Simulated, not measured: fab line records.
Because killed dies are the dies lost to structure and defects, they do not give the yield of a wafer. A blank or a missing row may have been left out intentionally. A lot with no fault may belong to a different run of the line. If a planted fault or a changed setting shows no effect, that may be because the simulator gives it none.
Matching of chambers	flow nandHarc	NHARC_THIN_TSV_CMP_01 on cmp-02 has 4 sister chambers
The step polishes. 4 wafers are shown with their chamber, then 9 later ones without.

== WAFERS, EACH WITH ITS CHAMBER ==
wafer	chamber	motorCurrentA (A)
L231.6	1	12.5
L237.2	3	13.5
L237.3	0	12.1
L237.4	2	12.5

== WAFERS WITH NO CHAMBER GIVEN ==
wafer	motorCurrentA (A)
L246.2	12.8
L246.3	12.3
L246.4	12.1
L249.4	13.9
L249.5	12.7
L249.6	11.7
L253.3	12.3
L253.5	12.1
L253.6	12.3

== THE CHAMBER EACH PASSED THROUGH ==
wafer	from the rows above	in truth
L246.2	can't be placed: 1 or 2 or 3 or 0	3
L246.3	can't be placed: 1 or 2 or 0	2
L246.4	can't be placed: 0 or 1 or 2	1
L249.4	3	3
L249.5	can't be placed: 1 or 2 or 0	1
L249.6	can't be placed: 0 or 1 or 2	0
L253.3	can't be placed: 1 or 2 or 0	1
L253.5	can't be placed: 0 or 1 or 2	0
L253.6	can't be placed: 1 or 2 or 0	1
1 of 9 placed correctly. Can't be placed from these rows: 8 (the true chamber is among the candidates in 8). 0 placed wrongly.
How it was worked out, from the rows above alone: a wafer's distance from a chamber is the root of the sum, over the readings, of the square of ((its reading less the chamber's mean) divided by the reading's scatter). The wafer belongs to the nearest chamber; if the next one is less than 2 further off, it can't be placed. A chamber's mean is the mean of its shown wafers. The scatter: root of mean squared gap, hidden wafer to nearest shown wafer, with one shown wafer a chamber.
